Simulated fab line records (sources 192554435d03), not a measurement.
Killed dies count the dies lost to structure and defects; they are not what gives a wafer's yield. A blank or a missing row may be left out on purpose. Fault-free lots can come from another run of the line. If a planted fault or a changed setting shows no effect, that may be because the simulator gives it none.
Matching of chambers | flow n5Finfet | N5_SPACER0_ALD_00 on aldSin-03 has 4 sister chambers
The step deposits SiOCN, target thk 3.5 nm, pulse time 3 s, purge time 2 s. 14 wafers are shown with their chamber, then 7 later ones without.

## WAFERS PAIRED WITH THEIR CHAMBERS
wafer  | chamber | heaterPowerW (W) | precursorPulseHeightRel
L074.1 | 3       | 1029             | 0.984
L074.3 | 2       | 903              | 0.974
L074.6 | 1       | 858              | 1.009
L078.1 | 0       | 862              | 0.986
L078.3 | 1       | 842              | 0.978
L078.5 | 0       | 812              | 1.032
L079.1 | 3       | 998              | 1.013
L079.5 | 1       | 854              | 0.990
L079.6 | 0       | 843              | 0.993
L083.1 | 2       | 847              | 0.995
L083.2 | 1       | 899              | 0.970
L083.4 | 3       | 1008             | 1.015
L085.2 | 0       | 845              | 0.966
L085.3 | 2       | 852              | 1.032

SIGNATURES, as means of the wafers listed above
reading                 | chamber 0 | chamber 1 | chamber 2 | chamber 3 | scatter within a chamber
heaterPowerW            | 840.50    | 863.25    | 867.33    | 1011.67   | 23.6
precursorPulseHeightRel | 0.99425   | 0.98675   | 1.00033   | 1.00400   | 0.0234
Rule: a wafer's distance from a chamber is the root of the sum, over the readings, of the square of ((its reading less the chamber's mean) divided by the reading's scatter). If the next closest chamber is less than 2 further off than the closest, the wafer can't be placed; otherwise it belongs to the closest. The scatter is the square root of a quotient: the sum, over the shown wafers, of each reading's squared deviation from its chamber's mean, divided by wafers minus chambers.

## WAFERS MISSING THEIR CHAMBER
wafer  | heaterPowerW (W) | precursorPulseHeightRel
L085.4 | 876              | 0.985
L096.2 | 858              | 1.011
L096.4 | 815              | 0.985
L096.5 | 1015             | 0.983
L097.1 | 906              | 0.994
L097.2 | 835              | 1.010
L097.5 | 897              | 0.995

## WHICH CHAMBER EACH ONE RAN IN
wafer  | from the rows above          | in truth
L085.4 | can't be placed: 1 or 2 or 0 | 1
L096.2 | can't be placed: 2 or 0 or 1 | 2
L096.4 | can't be placed: 0 or 1 or 2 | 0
L096.5 | 3                            | 3
L097.1 | can't be placed: 2 or 1 or 0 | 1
L097.2 | can't be placed: 0 or 2 or 1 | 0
L097.5 | can't be placed: 2 or 1 or 0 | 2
Correctly placed: 1 of 7. These rows do not allow placing 6 (true chamber among the candidates in 6). Placed wrongly: 0.
